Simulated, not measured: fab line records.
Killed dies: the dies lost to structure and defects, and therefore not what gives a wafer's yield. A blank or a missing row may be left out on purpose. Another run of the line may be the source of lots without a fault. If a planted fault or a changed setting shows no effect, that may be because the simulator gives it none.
Matching of chambers :: flow nand harc :: NHARC_A_STAIRCASE_DEP_322 on pecvd-03 has 3 sister chambers
The step deposits SiO2, target thk 3800 nm. 3 wafers are shown with their chamber, then 12 later ones without.

== WAFERS, EACH WITH ITS CHAMBER ==
wafer: L084.5
chamber: 1
heater power w (W): 593

wafer: L085.2
chamber: 0
heater power w (W): 721

wafer: L085.5
chamber: 2
heater power w (W): 453

== WAFERS WITHOUT THEIR CHAMBER ==
wafer: L091.1
heater power w (W): 564

wafer: L091.3
heater power w (W): 795

wafer: L091.5
heater power w (W): 433

wafer: L091.2
heater power w (W): 716

wafer: L091.4
heater power w (W): 599

wafer: L091.6
heater power w (W): 613

wafer: L092.2
heater power w (W): 560

wafer: L092.4
heater power w (W): 633

wafer: L092.6
heater power w (W): 451

wafer: L095.1
heater power w (W): 640

wafer: L095.3
heater power w (W): 737

wafer: L095.6
heater power w (W): 454

== THE CHAMBER EACH PASSED THROUGH ==
wafer: L091.1
from the rows above: 1
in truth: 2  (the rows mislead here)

wafer: L091.3
from the rows above: 0
in truth: 0

wafer: L091.5
from the rows above: 2
in truth: 2

wafer: L091.2
from the rows above: 0
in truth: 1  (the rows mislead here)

wafer: L091.4
from the rows above: 1
in truth: 1

wafer: L091.6
from the rows above: 1
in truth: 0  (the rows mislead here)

wafer: L092.2
from the rows above: 1
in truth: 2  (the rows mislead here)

wafer: L092.4
from the rows above: can't be placed: 1 or 0
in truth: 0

wafer: L092.6
from the rows above: 2
in truth: 2

wafer: L095.1
from the rows above: can't be placed: 1 or 0
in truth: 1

wafer: L095.3
from the rows above: 0
in truth: 0

wafer: L095.6
from the rows above: 2
in truth: 2
Placed correctly: 6 of 12. Cannot be placed on the basis of these rows: 2; the candidates contain the true chamber in 2. Placed wrongly: 4.
How it was worked out, from the rows above alone: a wafer's distance from a chamber is the root of the sum, over the readings, of the square of ((its reading less the chamber's mean) divided by the reading's scatter). The wafer belongs to the nearest chamber; if the next one is less than 2 further off, it can't be placed. A chamber's mean is the mean of its shown wafers. The scatter: root of mean squared gap, hidden wafer to nearest shown wafer, with one shown wafer a chamber.
